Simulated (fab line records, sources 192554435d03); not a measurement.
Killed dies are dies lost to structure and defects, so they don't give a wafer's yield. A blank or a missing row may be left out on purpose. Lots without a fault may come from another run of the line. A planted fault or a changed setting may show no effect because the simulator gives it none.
Chamber matching | flow n5_finfet | N5_BEOL_M10_CURE_72 on uv_cure-03: 3 sister chambers
The step cures SiCOH lowk, time 120 s. 3 wafers are shown with their chamber, then 10 later ones without.

WAFERS WITH THEIR CHAMBER
wafer  | chamber | wafer_temp_C_max
L087.5 | 0       | 371.9
L089.5 | 2       | 372.5
L093.2 | 1       | 371.5

WAFERS WITHOUT THEIR CHAMBER
wafer  | wafer_temp_C_max
L093.6 | 371.4
L093.3 | 371.9
L093.4 | 371.5
L093.5 | 371.7
L092.1 | 371.8
L092.5 | 371.6
L092.6 | 372.1
L092.2 | 371.5
L092.3 | 371.3
L092.4 | 371.3

WHICH CHAMBER EACH WENT THROUGH
wafer  | from the rows above     | in truth
L093.6 | 1                       | 1
L093.3 | 0                       | 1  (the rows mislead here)
L093.4 | 1                       | 1
L093.5 | can't be placed: 0 or 1 | 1
L092.1 | can't be placed: 0 or 1 | 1
L092.5 | can't be placed: 1 or 0 | 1
L092.6 | can't be placed: 0 or 2 | 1
L092.2 | 1                       | 1
L092.3 | 1                       | 1
L092.4 | 1                       | 1
Placed correctly: 5 of 10. Can't be placed from these rows: 4 (the true chamber is among the candidates in 3). Placed wrongly: 1.
How it was worked out, from the rows above alone: a wafer's distance from a chamber is the root of the sum, over the readings, of the square of ((its reading less the chamber's mean) divided by the reading's scatter). The wafer belongs to the nearest chamber; if the next one is less than 2 further off, it can't be placed. A chamber's mean is the mean of its shown wafers. The scatter: with one shown wafer a chamber, the root of the mean of the squares of how far each hidden wafer lies from its nearest shown one.
